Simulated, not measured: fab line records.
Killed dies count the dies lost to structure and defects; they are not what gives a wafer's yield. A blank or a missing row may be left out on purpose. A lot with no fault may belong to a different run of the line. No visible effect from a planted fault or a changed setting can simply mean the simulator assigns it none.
Which tool did it?    flow nand_harc    14 lots, 42 wafers sampled, at 5 steps of a route of 1302

## WHAT THE GAUGES SHOWED, per wafer
NHARC_P_ZERO_WELL_CD_MEAS_52: target cd 2000 nm.
lot   measured      on         cd_nm (nm)
L332  day 2 01:44   cd_sem-02  1996.5 2001.5 1996.5
L333  day 2 11:52   cd_sem-02  2005.2 1999.4 2003.1
L334  day 2 21:42   cd_sem-01  1999.5 1997.3 2001.0
L338  day 4 13:53   cd_sem-02  1995.4 2000.9 1997.3
L342  day 6 05:45   cd_sem-03  2005.8 2003.2 2006.0
L343  day 6 15:40   cd_sem-03  2003.4 1999.6 1997.7
L344  day 7 01:29   cd_sem-01  1999.8 1999.1 2002.1
L345  day 7 11:31   cd_sem-01  2000.8 1999.1 2000.2
L346  day 7 22:19   cd_sem-03  2002.8 2004.8 2005.6
L349  day 9 03:30   cd_sem-03  2001.0 1998.5 1999.6
L350  day 9 13:33   cd_sem-02  2005.3 2004.6 1999.5
L351  day 9 23:52   cd_sem-03  1998.2 2002.0 1998.0
L352  day 10 09:41  cd_sem-01  1996.7 1997.2 1998.9
L355  day 11 15:31  cd_sem-03  1998.0 2000.3 1999.2

NHARC_P_GATE_CD_MEAS_33.
lot   measured      on         cd_nm (nm)
L332  day 5 02:18   cd_sem-01  115 118 120
L333  day 5 14:12   cd_sem-02  122 117 118
L334  day 5 23:45   cd_sem-01  113 119 112
L338  day 7 09:19   cd_sem-03  122 119 124
L342  day 9 01:13   cd_sem-01  118 121 123
L343  day 9 19:10   cd_sem-02  120 118 117
L344  day 10 03:11  cd_sem-01  116 118 121
L345  day 10 08:07  cd_sem-02  115 122 113
L346  day 11 05:35  cd_sem-02  127 116 116
L349  day 12 09:37  cd_sem-03  123 118 126
L350  day 12 12:33  cd_sem-02  131 118 124
L351  day 13 01:59  cd_sem-03  118 123 123
L352  day 13 10:42  cd_sem-03  116 118 116
L355  day 14 13:46  cd_sem-02  121 119 122

NHARC_END_SORT_01.
lot   measured      on         killed_at_array  killed_at_other  killed_at_periphery  killed_dies  killed_open  killed_short
L344  day 29 16:20  prober-02  57 47 51         1 5 0            3 1 2                61 53 53     3 3 2        7 2 3
L351  day 32 06:02  prober-01  78 68 82         2 1 1            2 3 7                82 72 90     6 2 8        6 2 4

## WHICH TOOL RAN EACH LOT (tool, then ch and the chambers of the sampled wafers, then the start)
lot   NHARC_P_ZERO_WELL_EXPOSE_34        NHARC_P_GATE_STRIP_112
L332  krf_scanner-04 ch 0, day 1 23:56   plasma_asher-01 ch 0,1, day 5 15:32
L333  krf_scanner-04 ch 0, day 2 10:04   plasma_asher-01 ch 0,1, day 6 03:33
L334  krf_scanner-01 ch 0, day 2 20:02   plasma_asher-02 ch 0,1, day 6 13:08
L338  krf_scanner-01 ch 0, day 4 12:13   plasma_asher-02 ch 0,1, day 7 22:27
L342  krf_scanner-04 ch 0, day 6 03:57   plasma_asher-01 ch 1, day 9 14:44
L343  krf_scanner-04 ch 0, day 6 13:52   plasma_asher-01 ch 0,1, day 10 08:08
L344  krf_scanner-04 ch 0, day 6 23:41   plasma_asher-01 ch 0,1, day 10 16:19
L345  krf_scanner-04 ch 0, day 7 09:51   plasma_asher-02 ch 0,1, day 10 21:15
L346  krf_scanner-02 ch 0, day 7 20:10   plasma_asher-02 ch 0,1, day 11 19:05
L349  krf_scanner-01 ch 0, day 9 01:49   plasma_asher-01 ch 0,1, day 12 22:48
L350  krf_scanner-01 ch 0, day 9 11:52   plasma_asher-02 ch 0,1, day 13 01:49
L351  krf_scanner-02 ch 0, day 9 22:04   plasma_asher-02 ch 0,1, day 13 15:07
L352  krf_scanner-02 ch 0, day 10 07:59  plasma_asher-02 ch 0,1, day 13 23:47
L355  krf_scanner-02 ch 0, day 11 13:50  plasma_asher-02 ch 0,1, day 15 03:03
- NHARC_P_ZERO_WELL_EXPOSE_34: exposes mask P PWELL, target cd 720 nm.
- NHARC_P_GATE_STRIP_112: strips in N2/H2, time 200 s.

## AS READ BY THE TOOLS THEMSELVES (means over the sampled wafers that have a number; for cases with no such wafer, the mark the record gives instead)
NHARC_P_ZERO_WELL_EXPOSE_34.
lot   tool            exposure_dose_mJ_cm2
L332  krf_scanner-04  22.329
L333  krf_scanner-04  22.347
L334  krf_scanner-01  22.300
L338  krf_scanner-01  22.346
L342  krf_scanner-04  22.300
L343  krf_scanner-04  22.759
L344  krf_scanner-04  22.773
L345  krf_scanner-04  22.766
L346  krf_scanner-02  22.296
L349  krf_scanner-01  22.311
L350  krf_scanner-01  22.291
L351  krf_scanner-02  22.304
L352  krf_scanner-02  22.270
L355  krf_scanner-02  22.314

NHARC_P_GATE_STRIP_112.
lot   tool             drypump_motor_current_A (A)  heater_power_w (W)
L332  plasma_asher-01  5.6                          95
L333  plasma_asher-01  5.6                          96
L334  plasma_asher-02  5.7                          90
L338  plasma_asher-02  5.6                          92
L342  plasma_asher-01  6.0                          80
L343  plasma_asher-01  5.6                          95
L344  plasma_asher-01  5.6                          94
L345  plasma_asher-02  5.7                          91
L346  plasma_asher-02  5.8                          92
L349  plasma_asher-01  5.6                          95
L350  plasma_asher-02  5.7                          91
L351  plasma_asher-02  5.6                          91
L352  plasma_asher-02  5.6                          90
L355  plasma_asher-02  5.8                          93

## THE ANSWER, worked out from the rows above alone
Rule: the lots themselves supply what counts as usual. Put in order of their means at a reading, lots are off if they are a third of the lots or fewer, leave a main group of 4 or more, and stand apart from it by a gap of 3 or more times the standard deviation of the main group's means; of several such gaps the widest counts. The tables above print the reading to a certain number of digits; a main group whose means all agree to those digits is not used. Also off: a lot with no number at a reading for which 4 or more lots have one. Any other lot the step has rows for is counted as sound. Order of review: gauges by route order, followed by the tools' own readings, for which a lot's mean as printed above is used. The first step at which some lot is off is used, and at that step the reading that is off furthest; a lot without a number counts as furthest.
Off: L343, L344, L345 (NHARC_P_ZERO_WELL_EXPOSE_34, exposure_dose_mJ_cm2). The main group: mean 22.310, standard deviation 0.022.
If a tool, at that step or one of the process steps before it, ran each lot that is off and ran no sound lot following the first of them, it fits. One fits: NHARC_P_ZERO_WELL_EXPOSE_34 on krf_scanner-04. Its last sound lot is L342 (day 6 03:57), its first lot that is off L343 (day 6 13:52): a fault that began between those two fits.
The tool's own readings at NHARC_P_ZERO_WELL_EXPOSE_34 bear it out: on the lots that are off they differ by more than 5 times the standard deviation of the sound lots' means. exposure_dose_mJ_cm2 reads 22.766 there against 22.310 on the sound lots.

## WHAT HAD BEEN PUT IN BY THE SIMULATOR
Drift in process parameters on krf_scanner-04 at NHARC_P_ZERO_WELL_EXPOSE_34, starting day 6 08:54. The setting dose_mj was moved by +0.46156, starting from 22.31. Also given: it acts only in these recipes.
Shown lots that were struck: L343, L344, L345. Same finding as the rule above.
